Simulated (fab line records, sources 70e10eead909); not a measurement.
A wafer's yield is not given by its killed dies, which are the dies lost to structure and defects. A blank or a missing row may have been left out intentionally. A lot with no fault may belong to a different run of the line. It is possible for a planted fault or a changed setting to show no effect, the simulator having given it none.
Matching of chambers	flow nandHarc	rieSi-01 running NHARC_A_ZERO_WELL_ETCH_13: 4 sister chambers
The step etches the open film in HBr/Cl2, target depth 120 nm, time 40.1 s. 4 wafers are shown with their chamber, then 11 later ones without.

## WAFERS PAIRED WITH THEIR CHAMBERS
wafer	chamber	drypumpMotorCurrentA (A)
L081.6	3	6.2
L084.2	0	6.3
L084.5	1	5.5
L088.4	2	5.0

## WAFERS WHOSE CHAMBER IS MISSING
wafer	drypumpMotorCurrentA (A)
L088.5	6.3
L088.6	6.2
L090.1	6.3
L090.3	6.1
L090.5	6.1
L091.3	5.0
L091.4	5.5
L091.6	5.0
L095.2	5.5
L095.3	6.2
L095.6	6.2

## WHICH CHAMBER EACH ONE RAN IN
wafer	from the rows above	in truth
L088.5	0	0
L088.6	3	3
L090.1	0	0
L090.3	3	3
L090.5	3	3
L091.3	2	2
L091.4	1	1
L091.6	2	2
L095.2	1	1
L095.3	3	3
L095.6	3	3
Placed correctly: 11 of 11. Can't be placed from these rows: 0. Number placed wrongly: 0.
How it was worked out, from the rows above alone: a wafer's distance from a chamber is the root of the sum, over the readings, of the square of ((its reading less the chamber's mean) divided by the reading's scatter). If the next closest chamber is less than 2 further off than the closest, the wafer can't be placed; otherwise it belongs to the closest. A chamber's mean is the mean of its shown wafers. The scatter: with one shown wafer a chamber, the root of the mean of the squares of how far each hidden wafer lies from its nearest shown one.
